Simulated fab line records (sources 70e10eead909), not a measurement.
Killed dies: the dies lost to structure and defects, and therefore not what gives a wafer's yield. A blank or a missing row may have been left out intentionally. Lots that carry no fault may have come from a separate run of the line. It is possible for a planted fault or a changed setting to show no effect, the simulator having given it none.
A lot that was struck, set against a sound lot | flow nand harc | 17 steps out of a route of 1302
Sound: wafers L987.1, L987.4, L987.6. Struck: wafers L995.1, L995.2 (left out: L995.5, a lot-mate that was not struck); the cause follows at the end.
Each step with rows lists, per side, the tool, then ch with its chambers, then its first start. Under that, the readings that differ: sound wafers | struck wafers | difference of the means | sigmas: that difference in standard deviations of wafers without a fault.
alike: readings whose means differ by less than 2 such deviations, and words and numbers that are the same on both sides. not compared: withheld readings, readings that some wafer has no value for, bounds like >300 that may hide the same value, and numbers for which the record gives no deviation and whose values overlap.
The two part at a step that has a row with sigmas, a row that says differs or no value, or rows on one side only. When numbers do not overlap yet have no deviation, they are printed without sigmas and do not part them. A reading missing from all wafers of one side parts the sides only when that side holds two or more wafers.

NHARC_A_M1_ETCH_35: etches the open film in N2/H2, target depth 40 nm, overetch 12 nm, time 43.94 s.
  sound on rie diel-10 ch 0,2,3, day 25 15:27; struck on rie diel-01 ch 0,1, day 28 12:50
  alike: drypump motor current A, oes product au, rf vpp V, showerhead plenum p Torr, throttle valve pct
  not compared: rf hours counter h
NHARC_A_M1_ETCH_15: etches the open film in C4F8/Ar, target depth 182.5 nm, time 91.2 s.
  sound on rie diel-10 ch 0,2; struck on rie diel-01 ch 2,3
  alike: oes product au, rf vpp V
  not compared: rf hours counter h
NHARC_A_M1_CD_MEAS_16:
  struck on cd sem-01, day 28 13:02; sound on cd sem-03, day 25 15:40
  alike: cd nm
then, 3 steps without rows for these wafers: NHARC_A_M1_STRIP_18 (strips in N2/H2); NHARC_A_M1_ETCH_28 (etches the open film in CF4/N2, target depth 30 nm, time 72.99 s); NHARC_A_M1_STRIP_19 (strips in post etch residue remover, time 600 s).
NHARC_A_M1_DEGAS_29: time 60 s.
  struck on pvd sputter-01, day 28 13:46; sound on pvd sputter-02, day 25 16:23
  alike: heater power w
then, 1 step without rows for these wafers: NHARC_A_M1_PRE_CLEAN_30 (time 30 s).
NHARC_A_M1_PVD_20: deposits TaN, target thk 5 nm, time 8.06 s.
  sound on pvd sputter-02; struck on pvd sputter-01
  alike: throttle valve pct
then, 3 steps without rows for these wafers: NHARC_A_M1_PVD_21 (deposits Cu, target thk 30 nm, time 20.49 s); NHARC_A_M1_ECD_22 (material Cu, target thk 400 nm); NHARC_A_M1_ANNEAL_31 (time 90 s).
NHARC_A_M1_CMP_23: polishes, t overpolish 20 s, target thk 154.34 nm.
  sound on cmp-02 ch 0,3, day 25 17:29; struck on cmp-02 ch 0,3, day 28 14:52
  reading                | sound    | struck | difference | sigmas
  time to endpoint s (s) | 23 32 24 | 37 37  | +11        | +3
  alike: motor current A
after that, 1 step had no rows for these wafers: NHARC_A_M1_SRD_25.
NHARC_A_M1_INSPECT_27:
  struck on defect inspect-02, day 28 15:19; sound on defect inspect-02, day 25 17:58
  reading          | sound        | struck    | difference | sigmas
  raw defect count | 1002 677 832 | 4911 4802 | +4020      | +37
NHARC_A_M1_PRE_CLEAN_32: time 12 s.
  sound on pecvd-04 ch 0,1, day 25 18:02; struck on pecvd-04 ch 1,2, day 28 15:24
  alike: heater power w
NHARC_END_SORT_01:
  sound on prober-02 ch 0, day 27 00:21; struck on prober-01 ch 0, day 29 21:38
  reading                  | sound          | struck    | difference | sigmas
  defect limited yield (%) | 90.1 90.1 90.8 | 0 0       | -90        | -32
  killed at array          | 63 66 61       | 674 676   | +612       | +32
  killed dies              | 67 67 62       | 677 677   | +612       | +32
  sort_bin_3_pct (%)       | 0.4 0.9 0.4    | 95.0 93.4 | +93.6      | +99 or more
  sort n pass              | 610 610 615    | 0 0       | -612       | -32
  sort rim yield pct (%)   | 98 97 95       | 0 0       | -97        | -19
  sort yield pct (%)       | 90.1 90.1 90.8 | 0 0       | -90        | -32
  alike: killed at other, killed at periphery, killed open, killed short, sort_bin_2_pct, sort_bin_4_pct

== WHERE THEY PART ==
Earliest at NHARC_A_M1_CMP_23; latest, in this record, at NHARC_END_SORT_01.

WHY: whatever the simulator had introduced
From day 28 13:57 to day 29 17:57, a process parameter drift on cmp-02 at NHARC_A_M1_CMP_23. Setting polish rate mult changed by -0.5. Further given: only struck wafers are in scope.
